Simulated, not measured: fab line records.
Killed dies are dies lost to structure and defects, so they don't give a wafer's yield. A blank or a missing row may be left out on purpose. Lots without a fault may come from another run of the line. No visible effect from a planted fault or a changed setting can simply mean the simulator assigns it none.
Matching of chambers    flow nand_harc    rie_diel-08 running NHARC_A_BLC_ETCH_16: 4 sister chambers
The step etches the open film in CF4, target depth 39 nm, time 65 s. 7 wafers are shown with their chamber, then 7 later ones without.

== WAFERS PAIRED WITH THEIR CHAMBERS ==
wafer   chamber  drypump_motor_current_A (A)  rf_vpp_V (V)
L106.1  2        5.3                          151.4
L106.6  2        5.3                          151.2
L108.2  0        5.3                          152.8
L113.4  1        6.3                          151.5
L113.6  3        6.0                          152.1
L117.1  3        6.0                          152.2
L117.3  1        6.2                          151.9

== WAFERS MISSING THEIR CHAMBER ==
wafer   drypump_motor_current_A (A)  rf_vpp_V (V)
L117.6  5.3                          151.8
L123.1  5.3                          152.5
L123.2  6.3                          151.5
L123.4  6.3                          151.9
L127.2  6.3                          151.5
L127.4  6.0                          151.1
L127.6  5.3                          152.7

== WHICH CHAMBER EACH ONE RAN IN ==
wafer    from the rows above       in truth
L117.6   2                         2
L123.1   0                         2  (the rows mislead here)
L123.2   1                         1
L123.4   1                         1
L127.2   1                         1
L127.4   can't be placed: 3 or 1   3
L127.6   0                         0
5 of 7 placed correctly. Unplaceable from these rows: 1, with the true chamber sitting among the candidates in 1. Wrongly placed: 1.
How it was worked out, from the rows above alone: a wafer's distance from a chamber is the root of the sum, over the readings, of the square of ((its reading less the chamber's mean) divided by the reading's scatter). The wafer belongs to the nearest chamber; if the next one is less than 2 further off, it can't be placed. Each chamber's mean is taken over the wafers shown for it. How the scatter is found: for the shown wafers, subtract from each reading the mean of its chamber, square and add these, divide the total by (wafers less chambers), then take the root.
